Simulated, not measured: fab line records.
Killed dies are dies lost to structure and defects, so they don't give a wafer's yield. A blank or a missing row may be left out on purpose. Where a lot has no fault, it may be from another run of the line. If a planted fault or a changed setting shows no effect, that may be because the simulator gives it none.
Chamber matching	flow n5_finfet	N5_ILD0_CMP_03 on cmp-04: 4 sister chambers
The step polishes, stops on SiNx, t overpolish 1.9 s, target thk 197.38 nm. 4 wafers are shown with their chamber, then 7 later ones without.

== WAFERS, EACH WITH ITS CHAMBER ==
wafer	chamber	motor_current_A (A)
L085.1	1	12.9
L085.2	3	11.8
L088.1	0	12.1
L088.2	2	13.6

== WAFERS MISSING THEIR CHAMBER ==
wafer	motor_current_A (A)
L088.3	13.8
L093.1	13.8
L093.4	12.4
L093.6	13.4
L097.3	13.1
L097.4	11.7
L097.6	11.1

== THE CHAMBER EACH PASSED THROUGH ==
wafer	from the rows above	in truth
L088.3	2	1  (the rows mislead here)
L093.1	2	2
L093.4	can't be placed: 0 or 1 or 3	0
L093.6	can't be placed: 2 or 1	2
L097.3	can't be placed: 1 or 2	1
L097.4	can't be placed: 3 or 0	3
L097.6	can't be placed: 3 or 0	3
1 of 7 placed correctly. Unplaceable from these rows: 5, with the true chamber sitting among the candidates in 5. Number placed wrongly: 1.
How it was worked out, from the rows above alone: a wafer's distance from a chamber is the root of the sum, over the readings, of the square of ((its reading less the chamber's mean) divided by the reading's scatter). The wafer belongs to the nearest chamber; if the next one is less than 2 further off, it can't be placed. A chamber's mean is the mean of its shown wafers. The scatter (one wafer shown for each chamber): square how far every hidden wafer sits from the nearest shown wafer, average those squares and take the square root.
